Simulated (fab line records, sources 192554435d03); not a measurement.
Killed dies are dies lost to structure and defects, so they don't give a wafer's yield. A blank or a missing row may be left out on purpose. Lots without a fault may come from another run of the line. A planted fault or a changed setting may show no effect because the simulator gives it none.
Which tool did it? | flow n5_finfet | 12 lots, 36 wafers sampled, at 4 steps of a route of 1938

WHAT THE GAUGES READ, wafer by wafer
N5_HKMG_FIN_INSPECT_28: inspects for defects (darkfield).
lot  | measured     | on                | raw_defect_count
L075 | day 4 12:47  | defect_inspect-02 | 20 40 23
L077 | day 5 01:41  | defect_inspect-01 | 43 27 40
L079 | day 5 12:43  | defect_inspect-02 | 83 59 42
L081 | day 6 01:09  | defect_inspect-01 | 9 14 25
L083 | day 6 14:26  | defect_inspect-02 | 29 27 42
L085 | day 7 02:11  | defect_inspect-01 | 31 40 14
L087 | day 7 14:03  | defect_inspect-02 | 33 46 29
L089 | day 8 01:34  | defect_inspect-01 | 45 63 33
L091 | day 8 15:55  | defect_inspect-02 | 18 38 36
L093 | day 9 03:46  | defect_inspect-02 | 24 39 38
L095 | day 9 19:51  | defect_inspect-01 | 36 43 44
L097 | day 10 03:46 | defect_inspect-02 | 16 21 19

WHICH TOOL RAN EACH LOT (tool, then ch and the chambers of the sampled wafers, then the start)
lot  | N5_HKMG_FIN_ETCH_32               | N5_HKMG_FIN_STRIP_89               | N5_HKMG_FIN_CMP_94
L075 | rie_diel-03 ch 0,2,3, day 4 08:30 | rie_diel-01 ch 0,1,2, day 4 09:47  | cmp-01 ch 0,2,3, day 4 12:34
L077 | rie_diel-02 ch 0,3, day 4 21:22   | rie_diel-02 ch 0,1,3, day 4 22:40  | cmp-02 ch 0,1,3, day 5 01:26
L079 | rie_diel-01 ch 0,1,3, day 5 08:20 | rie_diel-03 ch 1,3, day 5 09:43    | cmp-04 ch 0,1,2, day 5 12:29
L081 | rie_diel-02 ch 0,1,3, day 5 20:49 | rie_diel-02 ch 2,3, day 5 22:01    | cmp-04 ch 0,1,3, day 6 00:59
L083 | rie_diel-01 ch 1,2, day 6 09:57   | rie_diel-01 ch 0,1, day 6 11:14    | cmp-01 ch 1,2, day 6 14:14
L085 | rie_diel-02 ch 0,1,2, day 6 21:53 | rie_diel-01 ch 0,2,3, day 6 23:11  | cmp-02 ch 0,1, day 7 01:57
L087 | rie_diel-02 ch 0,1, day 7 09:45   | rie_diel-02 ch 2,3, day 7 11:03    | cmp-01 ch 1,2,3, day 7 13:53
L089 | rie_diel-02 ch 1,2,3, day 7 21:16 | rie_diel-02 ch 0,1,3, day 7 22:34  | cmp-04 ch 0,2, day 8 01:20
L091 | rie_diel-02 ch 0,3, day 8 11:36   | rie_diel-01 ch 0,1,2, day 8 12:55  | cmp-04 ch 1,2, day 8 15:43
L093 | rie_diel-03 ch 0,2,3, day 8 23:17 | rie_diel-03 ch 0,2,3, day 9 00:35  | cmp-02 ch 1,3, day 9 03:34
L095 | rie_diel-02 ch 0,1,2, day 9 15:24 | rie_diel-03 ch 1,3, day 9 16:43    | cmp-01 ch 1,2, day 9 19:37
L097 | rie_diel-03 ch 1,2,3, day 9 23:23 | rie_diel-03 ch 1,2,3, day 10 00:37 | cmp-01 ch 1,2, day 10 03:34
- N5_HKMG_FIN_ETCH_32: etches SOC in N2/H2, target depth 240 nm, time 300 s.
- N5_HKMG_FIN_STRIP_89: strips SOC in N2/H2, time 20 s.
- N5_HKMG_FIN_CMP_94: polishes, stops on SiNx, t overpolish 4.7 s, target thk 43.299 nm.

THE ANSWER, worked out from the rows above alone
Rule: what is usual is taken from the lots themselves. Put in order of their means at a reading, lots are off if they are a third of the lots or fewer, leave a main group of 4 or more, and stand apart from it by a gap of 3 or more times the standard deviation of the main group's means; of several such gaps the widest counts. A main group whose means are all the same, to the digits that the tables above print for the reading, isn't used. A lot without any number at a reading at which 4 lots or more have one is off too. The other lots that the step has rows for count as sound.
No lot is off at any reading shown: from this, nothing can be told.

WHAT THE SIMULATOR HAD PUT IN
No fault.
